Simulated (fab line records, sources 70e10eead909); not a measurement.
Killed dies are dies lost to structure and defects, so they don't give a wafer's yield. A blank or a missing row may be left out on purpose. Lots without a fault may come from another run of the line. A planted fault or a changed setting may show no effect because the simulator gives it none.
Chamber matching | flow nand_harc | NHARC_A_SGD_CUT_CMP_21 on cmp-02: 4 sister chambers
The step polishes, target thk 148.19 nm. 4 wafers are shown with their chamber, then 12 later ones without.

WAFERS WITH THEIR CHAMBER
wafer  | chamber | motor_current_A (A)
L084.2 | 0       | 11.3
L084.3 | 2       | 12.1
L090.3 | 3       | 16.1
L090.5 | 1       | 13.0

WAFERS WITHOUT THEIR CHAMBER
wafer  | motor_current_A (A)
L092.1 | 11.7
L092.5 | 13.6
L092.6 | 11.9
L093.2 | 11.5
L093.3 | 16.3
L093.6 | 16.4
L096.1 | 11.8
L096.2 | 13.4
L096.4 | 11.4
L097.2 | 11.1
L097.3 | 15.7
L097.4 | 13.5

WHICH CHAMBER EACH WENT THROUGH
wafer  | from the rows above     | in truth
L092.1 | can't be placed: 0 or 2 | 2
L092.5 | 1                       | 1
L092.6 | can't be placed: 2 or 0 | 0
L093.2 | can't be placed: 0 or 2 | 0
L093.3 | 3                       | 3
L093.6 | 3                       | 3
L096.1 | can't be placed: 2 or 0 | 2
L096.2 | 1                       | 1
L096.4 | can't be placed: 0 or 2 | 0
L097.2 | 0                       | 0
L097.3 | 3                       | 3
L097.4 | 1                       | 1
Placed correctly: 7 of 12. Can't be placed from these rows: 5 (the true chamber is among the candidates in 5). Placed wrongly: 0.
How it was worked out, from the rows above alone: a wafer's distance from a chamber is the root of the sum, over the readings, of the square of ((its reading less the chamber's mean) divided by the reading's scatter). The wafer belongs to the nearest chamber; if the next one is less than 2 further off, it can't be placed. A chamber's mean is the mean of its shown wafers. The scatter: with one shown wafer a chamber, the root of the mean of the squares of how far each hidden wafer lies from its nearest shown one.
